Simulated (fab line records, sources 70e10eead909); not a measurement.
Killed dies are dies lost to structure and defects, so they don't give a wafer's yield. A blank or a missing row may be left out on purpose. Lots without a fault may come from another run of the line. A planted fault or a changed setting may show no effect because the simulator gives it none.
A struck lot beside a sound one | flow nand_harc | 15 steps out of a route of 1302
Sound: wafers L987.1, L987.3, L987.4. Struck: wafers L995.3, L995.4, L995.5. The cause comes at the end.
At each step with rows: each side's tool, then ch and its chambers, then its first start. Under that, the readings that differ: sound wafers | struck wafers | difference of the means | sigmas: that difference in standard deviations of wafers without a fault.
alike: readings whose means differ by less than 2 such deviations, and words and numbers that are the same on both sides. not compared: withheld readings, readings that some wafer has no value for, bounds like >300 that may hide the same value, and numbers for which the record gives no deviation and whose values overlap.
The two part at a step that has a row with sigmas, a row that says differs or no value, or rows on one side only. Numbers that don't overlap but have no deviation are shown without sigmas and don't part them. A reading that every wafer of one side lacks parts them only if that side has two wafers or more.

NHARC_A_CONTACT_INSPECT_10:
  sound on defect_inspect-02, day 25 19:21; struck on defect_inspect-02, day 28 22:10
  alike: raw_defect_count
then, 2 steps without rows for these wafers: NHARC_A_CONTACT_DESCUM_13 (chemistry O2, time 3 s); NHARC_A_CONTACT_ETCH_88 (etches the open film in CF4, target depth 39 nm, time 65 s).
NHARC_A_CONTACT_ETCH_89: etches the open film in N2/H2, target depth 260 nm, time 475.3 s.
  sound on rie_diel-02 ch 0,1,3; struck on rie_diel-02 ch 0,1,3
  alike: bias_w, chamber_pressure_mTorr, drypump_motor_current_A, oes_product_au, rf_vpp_V, showerhead_plenum_p_Torr, throttle_valve_pct
  not compared: rf_hours_counter_h
NHARC_A_CONTACT_ETCH_30: etches the open film in CF4/CHF3, target depth 72.6 nm, time 36.3 s.
  sound on rie_diel-02 ch 1,2,3; struck on rie_diel-02 ch 1,2
  alike: bias_w, cf4_flow_sccm, drypump_motor_current_A, oes_product_au, rf_vpp_V, showerhead_plenum_p_Torr, throttle_valve_pct
  not compared: rf_hours_counter_h
NHARC_A_CONTACT_ETCH_31: etches the open film in O2/COS, target depth 2800 nm, time 728 s.
  sound on rie_diel-02 ch 1,2,3; struck on rie_diel-02 ch 0,3
  alike: bias_w, chamber_pressure_mTorr, drypump_motor_current_A, o2_flow_sccm, oes_product_au, rf_vpp_V, showerhead_plenum_p_Torr, throttle_valve_pct
  not compared: rf_hours_counter_h
NHARC_A_CONTACT_ETCH_134: etches the open film in C4F8/O2/Ar, time 140 s, target depth 700 nm.
  sound on har_cap_etch-03 ch 0,1, day 25 20:52; struck on har_cap_etch-02 ch 0,1, day 28 23:25
  alike: chamber_pressure_mTorr, oes_air_line_au
  not compared: rf_hours_counter_h
then, 2 steps without rows for these wafers: NHARC_A_CONTACT_ETCH_135 (etches the open film in C4F8/O2/Ar, time 311 s, target depth 1912 nm); NHARC_A_CONTACT_ETCH_136 (etches the open film in C4F8/O2/Ar, time 311 s, target depth 1912 nm).
NHARC_A_CONTACT_ETCH_137: etches the open film in C4F8/O2/Ar, time 311 s, target depth 1912 nm.
  sound on har_cap_etch-03 ch 0,1, day 25 21:37; struck on har_cap_etch-02 ch 0,1, day 29 00:11
  alike: chamber_pressure_mTorr, oes_air_line_au
  not compared: rf_hours_counter_h
then, 2 steps without rows for these wafers: NHARC_A_CONTACT_ETCH_138 (etches the open film in C4F8/O2/Ar, time 311 s, target depth 1914 nm); NHARC_A_CONTACT_ETCH_139 (etches the open film in C4F8/O2/Ar, time 195 s, target depth 840 nm).
NHARC_A_CONTACT_ETCH_92: etches the open film in CH3F/O2, target depth 40 nm, time 85.7 s.
  sound on rie_diel-02 ch 0,1,3, day 25 22:40; struck on rie_diel-04 ch 0,1,3, day 29 01:11
  no value came back on the struck wafers for any of 9 readings (bias_w (W), ch3f_flow_sccm (sccm) and others); on the sound wafers bias_w (W) reads 99.5 100.4 99.5
then, 1 step without rows for these wafers: NHARC_A_CONTACT_ETCH_98 (etches the open film in C4F6/O2, target depth 20 nm, time 10 s).
-- the record jumps here: 2 days lie between the struck wafers' starts before and after (it left off in module A_CONTACT and takes up again in module END, whose first step shown is number 1302 of the route) --
NHARC_END_SORT_01:
  sound on prober-02 ch 0, day 27 23:03; struck on prober-01 ch 0, day 31 02:18
  reading         | sound    | struck      | difference | sigmas
  killed_at_array | 46 53 25 | 667 674 671 | +629       | +37
  killed_dies     | 48 56 27 | 677 677 677 | +633       | +40
  alike: killed_at_other, killed_at_periphery, killed_open, killed_short

WHERE THEY PART
First at NHARC_A_CONTACT_ETCH_92; last, within this record, at NHARC_END_SORT_01.

WHY: what the simulator had put in
Skipped step whole: rie_diel-04, from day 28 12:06 on, at NHARC_A_CONTACT_ETCH_92. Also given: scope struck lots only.
